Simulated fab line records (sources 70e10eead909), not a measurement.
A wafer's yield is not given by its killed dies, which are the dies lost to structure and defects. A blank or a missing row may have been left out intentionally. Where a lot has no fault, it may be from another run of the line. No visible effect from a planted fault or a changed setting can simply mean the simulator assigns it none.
Matching of chambers | flow nand-harc | ald-hk-04 running NHARC_A_CHANNEL_FILL_D1_ALD_02: 4 sister chambers
The step deposits SiO2, target thk 6 nm, pulse time 10 s, ald cycles 60. 8 wafers are shown with their chamber, then 12 later ones without.

== WAFERS WITH THEIR CHAMBER ==
wafer  | chamber | heater-power-w (W) | precursor-pulse-height-rel
L084.3 | 2       | 477                | 1.027
L084.5 | 2       | 472                | 0.999
L086.5 | 1       | 463                | 0.979
L087.5 | 3       | 519                | 0.992
L087.6 | 0       | 528                | 1.028
L089.1 | 1       | 457                | 0.987
L089.4 | 3       | 506                | 0.991
L089.5 | 0       | 540                | 0.997

== WAFERS MISSING THEIR CHAMBER ==
wafer  | heater-power-w (W) | precursor-pulse-height-rel
L091.3 | 480                | 1.008
L091.4 | 524                | 1.010
L091.5 | 513                | 0.994
L093.1 | 528                | 1.013
L093.5 | 537                | 1.013
L093.6 | 453                | 0.960
L094.1 | 484                | 1.002
L094.2 | 528                | 0.997
L094.5 | 455                | 1.022
L096.2 | 512                | 1.033
L096.3 | 467                | 0.964
L096.4 | 521                | 1.004

== WHICH CHAMBER EACH WENT THROUGH ==
wafer  | from the rows above     | in truth
L091.3 | 2                       | 2
L091.4 | can't be placed: 0 or 3 | 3
L091.5 | 3                       | 3
L093.1 | can't be placed: 0 or 3 | 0
L093.5 | 0                       | 0
L093.6 | 1                       | 1
L094.1 | 2                       | 2
L094.2 | can't be placed: 0 or 3 | 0
L094.5 | can't be placed: 1 or 2 | 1
L096.2 | can't be placed: 3 or 0 | 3
L096.3 | can't be placed: 1 or 2 | 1
L096.4 | can't be placed: 3 or 0 | 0
Correct placement for 5 of the 12. These rows do not allow placing 7 (true chamber among the candidates in 7). Wrongly placed: 0.
How it was worked out, from the rows above alone: a wafer's distance from a chamber is the root of the sum, over the readings, of the square of ((its reading less the chamber's mean) divided by the reading's scatter). If the next closest chamber is less than 2 further off than the closest, the wafer can't be placed; otherwise it belongs to the closest. The mean given for a chamber averages the wafers shown for that chamber. How the scatter is found: for the shown wafers, subtract from each reading the mean of its chamber, square and add these, divide the total by (wafers less chambers), then take the root.
